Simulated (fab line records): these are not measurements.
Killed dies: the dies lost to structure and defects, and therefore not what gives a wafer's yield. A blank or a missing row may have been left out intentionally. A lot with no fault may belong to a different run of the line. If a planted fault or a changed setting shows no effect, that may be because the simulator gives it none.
Matching of chambers / flow n5Finfet / 4 sister chambers for N5_FIN_CUT_CUT_ETCH_28 on rieSi-05
The step etches Si in HBr/Cl2/O2, target depth 6 nm, time 2.4 s. 8 wafers are shown with their chamber, then 7 later ones without.

## WAFERS WITH THEIR CHAMBER
wafer=L076.3; chamber=0; drypumpMotorCurrentA (A)=5.2; oesProductAu (a.u.)=0.982
wafer=L080.4; chamber=0; drypumpMotorCurrentA (A)=5.3; oesProductAu (a.u.)=0.984
wafer=L081.6; chamber=1; drypumpMotorCurrentA (A)=5.5; oesProductAu (a.u.)=1.019
wafer=L084.3; chamber=2; drypumpMotorCurrentA (A)=5.6; oesProductAu (a.u.)=1.026
wafer=L084.4; chamber=3; drypumpMotorCurrentA (A)=5.9; oesProductAu (a.u.)=1.031
wafer=L084.6; chamber=3; drypumpMotorCurrentA (A)=5.8; oesProductAu (a.u.)=1.023
wafer=L093.1; chamber=2; drypumpMotorCurrentA (A)=5.6; oesProductAu (a.u.)=1.021
wafer=L093.3; chamber=1; drypumpMotorCurrentA (A)=5.5; oesProductAu (a.u.)=1.015

## WAFERS WHOSE CHAMBER IS MISSING
wafer=L093.5; drypumpMotorCurrentA (A)=5.5; oesProductAu (a.u.)=1.020
wafer=L094.3; drypumpMotorCurrentA (A)=5.8; oesProductAu (a.u.)=1.027
wafer=L094.5; drypumpMotorCurrentA (A)=5.2; oesProductAu (a.u.)=0.981
wafer=L094.6; drypumpMotorCurrentA (A)=5.8; oesProductAu (a.u.)=1.022
wafer=L097.1; drypumpMotorCurrentA (A)=5.6; oesProductAu (a.u.)=1.023
wafer=L097.3; drypumpMotorCurrentA (A)=5.2; oesProductAu (a.u.)=0.981
wafer=L097.4; drypumpMotorCurrentA (A)=5.8; oesProductAu (a.u.)=1.027

## THE CHAMBER EACH PASSED THROUGH
wafer=L093.5; from the rows above=can't be placed: 1 or 2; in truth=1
wafer=L094.3; from the rows above=3; in truth=3
wafer=L094.5; from the rows above=0; in truth=0
wafer=L094.6; from the rows above=3; in truth=3
wafer=L097.1; from the rows above=2; in truth=2
wafer=L097.3; from the rows above=0; in truth=0
wafer=L097.4; from the rows above=3; in truth=3
Correct placement for 6 of the 7. Unplaceable from these rows: 1, with the true chamber sitting among the candidates in 1. 0 placed wrongly.
How it was worked out, from the rows above alone: a wafer's distance from a chamber is the root of the sum, over the readings, of the square of ((its reading less the chamber's mean) divided by the reading's scatter). The wafer belongs to the nearest chamber; if the next one is less than 2 further off, it can't be placed. A chamber's mean is the mean of its shown wafers. How the scatter is found: for the shown wafers, subtract from each reading the mean of its chamber, square and add these, divide the total by (wafers less chambers), then take the root.
